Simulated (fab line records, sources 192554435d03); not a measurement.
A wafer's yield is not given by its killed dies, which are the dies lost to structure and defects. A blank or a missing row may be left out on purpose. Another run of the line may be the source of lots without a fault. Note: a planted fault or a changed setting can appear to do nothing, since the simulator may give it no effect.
Which tool did it? || flow n5 finfet || route of 1938 steps, sampled at 1 step: 12 lots, 36 wafers

== WHAT EACH GAUGE READ, for each wafer ==
N5_BEOL_M5_CD_MEAS_35: target cd 28 nm, target cd y 24 nm.
{"lot": "L817", "measured": "day 9 11:10", "on": "cd sem-02", "cd nm (nm)": "27.7 27.9 28.2"}
{"lot": "L821", "measured": "day 9 14:51", "on": "cd sem-02", "cd nm (nm)": "28.3 27.7 27.9"}
{"lot": "L819", "measured": "day 9 18:16", "on": "cd sem-01", "cd nm (nm)": "27.5 27.4 26.6"}
{"lot": "L820", "measured": "day 9 18:34", "on": "cd sem-02", "cd nm (nm)": "28.2 28.1 28.7"}
{"lot": "L818", "measured": "day 9 18:40", "on": "cd sem-01", "cd nm (nm)": "28.0 27.7 27.8"}
{"lot": "L823", "measured": "day 10 08:30", "on": "cd sem-03", "cd nm (nm)": "28.4 28.7 28.3"}
{"lot": "L829", "measured": "day 12 00:08", "on": "cd sem-03", "cd nm (nm)": "28.1 27.7 27.7"}
{"lot": "L831", "measured": "day 12 02:07", "on": "cd sem-02", "cd nm (nm)": "28.3 27.9 28.3"}
{"lot": "L828", "measured": "day 12 02:35", "on": "cd sem-02", "cd nm (nm)": "27.8 27.9 28.6"}
{"lot": "L833", "measured": "day 12 16:31", "on": "cd sem-02", "cd nm (nm)": "28.1 28.4 28.0"}
{"lot": "L836", "measured": "day 14 03:44", "on": "cd sem-01", "cd nm (nm)": "27.9 27.6 27.9"}
{"lot": "L837", "measured": "day 14 08:02", "on": "cd sem-02", "cd nm (nm)": "27.7 27.8 27.6"}

== EACH LOT AND THE TOOL THAT RAN IT (in order: tool; ch and the chambers of the sampled wafers; start) ==
No process step before these readings appears in the record.

== AS READ BY THE TOOLS THEMSELVES (means over the sampled wafers that have a number; for cases with no such wafer, the mark the record gives instead) ==
The record holds no such reading with a usual standard deviation.

== THE ANSWER, worked out from the rows above alone ==
Rule: the lots themselves supply what counts as usual. The widest of any qualifying gaps counts: lots, ordered by their means at a reading, are off when they make up no more than a third of the lots, leave a main group of 4 or more, and stand apart from it by 3 or more times the standard deviation of that group's means. A main group whose means are all the same, to the digits that the tables above print for the reading, isn't used. Also off: a lot with no number at a reading for which 4 or more lots have one. The other lots that the step has rows for count as sound. Order of review: gauges by route order, followed by the tools' own readings, for which a lot's mean as printed above is used. The first step at which some lot is off is used, and at that step the reading that is off furthest; a lot without a number counts as furthest.
None of the lots is off at any reading shown; this tells nothing.

== WHAT THE SIMULATOR PUT IN ==
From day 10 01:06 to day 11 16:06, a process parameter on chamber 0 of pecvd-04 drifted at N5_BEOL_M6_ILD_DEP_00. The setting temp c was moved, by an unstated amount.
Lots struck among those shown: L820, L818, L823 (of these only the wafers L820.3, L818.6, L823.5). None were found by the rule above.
